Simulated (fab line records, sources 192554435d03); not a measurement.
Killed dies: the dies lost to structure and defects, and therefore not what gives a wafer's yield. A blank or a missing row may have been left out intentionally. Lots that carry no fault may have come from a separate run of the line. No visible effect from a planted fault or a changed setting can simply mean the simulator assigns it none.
Split-lot experiment + flow n5_finfet + 7 lots, 21 wafers read, on a route of 1938 steps

## SPLIT DETAILS
At N5_BEOL_M6_ETCH_66 (etches SOC in N2/H2, target depth 80 nm, overetch 16 nm, time 120 s), the setting source_w was moved away from the recipe's 840 W on 8 of the 21 wafers read, by -17.0% to +16.0%. All remaining wafers had this setting at the recipe value.

The split's own step is where the reading is taken.

## THE READING
rf_vpp_V, in V, at N5_BEOL_M6_ETCH_66 (etches SOC in N2/H2, target depth 80 nm, overetch 16 nm, time 120 s). Fault-free wafers of this fab line usually give 524.3 V, standard deviation 2.3 V.

| wafer  | tool, chamber at the split | source_w as run, W | against the recipe | rf_vpp_V, V | against lot-mates on the recipe |
|--------|----------------------------|--------------------|--------------------|-------------|---------------------------------|
| L076.3 | rie_diel-05, 0             | 840                | recipe             | 522.2       | -                               |
| L076.4 | rie_diel-05, 3             | 771.2              | -8.2%              | 543.2       | +21.0                           |
| L076.5 | rie_diel-05, 1             | 771.2              | -8.2%              | 537.4       | +15.2                           |
| L077.1 | rie_diel-04, 0             | 840                | recipe             | 522.4       | -                               |
| L077.3 | rie_diel-04, 2             | 840                | recipe             | 523.8       | -                               |
| L077.4 | rie_diel-04, 3             | 840                | recipe             | 527.5       | -                               |
| L078.1 | rie_diel-05, 3             | 840                | recipe             | 529.6       | -                               |
| L078.4 | rie_diel-05, 2             | 758.7              | -9.7%              | 544.0       | +16.6                           |
| L078.6 | rie_diel-05, 2             | 840                | recipe             | 525.2       | -                               |
| L079.1 | rie_diel-04, 3             | 948.2              | +12.9%             | 504.1       | -20.2                           |
| L079.2 | rie_diel-04, 2             | 840                | recipe             | 523.3       | -                               |
| L079.3 | rie_diel-04, 1             | 840                | recipe             | 525.3       | -                               |
| L083.3 | rie_diel-02, 1             | 840                | recipe             | 523.8       | -                               |
| L083.5 | rie_diel-02, 1             | 840                | recipe             | 524.8       | -                               |
| L083.6 | rie_diel-02, 2             | 697.5              | -17.0%             | 561.5       | +37.2                           |
| L085.1 | rie_diel-04, 3             | 974.1              | +16.0%             | 500.1       | -23.3                           |
| L085.3 | rie_diel-04, 2             | 840                | recipe             | 523.4       | -                               |
| L085.4 | rie_diel-04, 0             | 974.1              | +16.0%             | 498.2       | -25.2                           |
| L092.2 | rie_diel-05, 2             | 840                | recipe             | 525.5       | -                               |
| L092.4 | rie_diel-05, 0             | 840                | recipe             | 520.9       | -                               |
| L092.5 | rie_diel-05, 3             | 933.5              | +11.1%             | 510.4       | -12.8                           |

THE FIT
A straight line over all 21 wafers: rf_vpp_V changes by -1.76 V for each +1% of source_w; r = -0.98; the points scatter about the line by 2.9 V.
The same after taking each lot's own level away (the mean of its wafers on the recipe; 21 wafers): -1.74 V for each +1%; r = -0.98; scatter 3 V.
The reading moves by 29 V for the largest change in source_w, on that fit.
Across the lots, their own levels run from 522.20 to 527.40 V, a range of 2.3 times the standard deviation given above.
So the lot-to-lot level changes the slope little: the two slopes agree.
Check: with one of the wafers moved furthest among these (-17.0%) left out of the fit, the line predicts +28.5 V for it against its lot-mates. It came out at +37.2 V against them.
Tool readings at the split's step, against how far the setting was moved: rf_vpp_V r = -0.98.

## OTHER SPLITS APPLIED TO THESE WAFERS
Other splits were also applied to these wafers ahead of the reading. Each is held against what the fit with the lots' levels taken away leaves over:
| other split on the same wafers   | wafers away from the commonest value | r with rf_vpp_V (lot level and that fit taken away) |
|----------------------------------|--------------------------------------|-----------------------------------------------------|
| N5_BEOL_M2_DESCUM_16 time_s      | 7                                    | +0.27                                               |
| N5_BEOL_M2_TRENCH_ETCH_37 bias_w | 8                                    | +0.38                                               |
| N5_BEOL_M4_PECVD_72 time_s       | 10                                   | -0.45                                               |
| N5_BEOL_M4_COAT_61 spin_rpm      | 12                                   | +0.08                                               |

## THE WHOLE CHAIN: every reading that the file lists as answering this split, in the file's order
| step               | what it does                                                        | reading                                                                          | change (the file's fit)                | r (the file's) |
|--------------------|---------------------------------------------------------------------|----------------------------------------------------------------------------------|----------------------------------------|----------------|
| N5_BEOL_M6_ETCH_66 | etches SOC in N2/H2, target depth 80 nm, overetch 16 nm, time 120 s | rf_vpp_V                                                                         | -1.74 V for each +1% of the setting    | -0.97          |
| N5_BEOL_M6_ETCH_66 | etches SOC in N2/H2, target depth 80 nm, overetch 16 nm, time 120 s | SiARC_of_BEOL_M6_COAT_64.thk_nm (the simulator's own value, which no gauge read) | -0.0281 nm for each +1% of the setting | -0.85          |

## THE FILE'S OWN FIT
rf_vpp_V changes by -1.74 V for each +1% of source_w, r = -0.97.
